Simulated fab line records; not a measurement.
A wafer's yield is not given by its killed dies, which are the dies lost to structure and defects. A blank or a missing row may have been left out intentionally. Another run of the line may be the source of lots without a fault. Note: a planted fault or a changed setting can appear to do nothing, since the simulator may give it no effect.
Chamber matching | flow nand harc | NHARC_A_CONTACT_DESCUM_74 on rie diel-06: 4 sister chambers
The step chemistry O2, time 3 s. 8 wafers are shown with their chamber, then 12 later ones without.

== WAFERS WITH THEIR CHAMBER ==
wafer  | chamber | showerhead plenum p Torr (Torr) | drypump motor current A (A)
L085.6 | 1       | 1.88                            | 5.37
L087.4 | 1       | 1.87                            | 5.36
L090.1 | 0       | 1.93                            | 5.87
L090.4 | 2       | 2.01                            | 5.56
L090.6 | 3       | 1.80                            | 5.65
L094.2 | 2       | 2.01                            | 5.56
L094.5 | 0       | 1.93                            | 5.86
L094.6 | 3       | 1.80                            | 5.60

== WAFERS WITHOUT THEIR CHAMBER ==
wafer  | showerhead plenum p Torr (Torr) | drypump motor current A (A)
L092.1 | 1.80                            | 5.62
L092.5 | 1.87                            | 5.37
L092.6 | 2.01                            | 5.56
L096.1 | 1.87                            | 5.37
L096.3 | 2.01                            | 5.57
L096.6 | 1.87                            | 5.37
L095.2 | 1.80                            | 5.60
L095.3 | 1.87                            | 5.36
L095.6 | 1.80                            | 5.62
L097.2 | 1.87                            | 5.37
L097.5 | 2.01                            | 5.54
L097.6 | 1.80                            | 5.62

== THE CHAMBER EACH PASSED THROUGH ==
wafer  | from the rows above | in truth
L092.1 | 3                   | 3
L092.5 | 1                   | 1
L092.6 | 2                   | 2
L096.1 | 1                   | 1
L096.3 | 2                   | 2
L096.6 | 1                   | 1
L095.2 | 3                   | 3
L095.3 | 1                   | 1
L095.6 | 3                   | 3
L097.2 | 1                   | 1
L097.5 | 2                   | 2
L097.6 | 3                   | 3
12 of 12 placed correctly. Not placeable from these rows: 0. Number placed wrongly: 0.
How it was worked out, from the rows above alone: a wafer's distance from a chamber is the root of the sum, over the readings, of the square of ((its reading less the chamber's mean) divided by the reading's scatter). The wafer belongs to the nearest chamber; if the next one is less than 2 further off, it can't be placed. Each chamber's mean is taken over the wafers shown for it. The scatter: take each reading less its chamber's mean, square it, sum over the shown wafers, divide by the number of wafers less the number of chambers, and take the root.
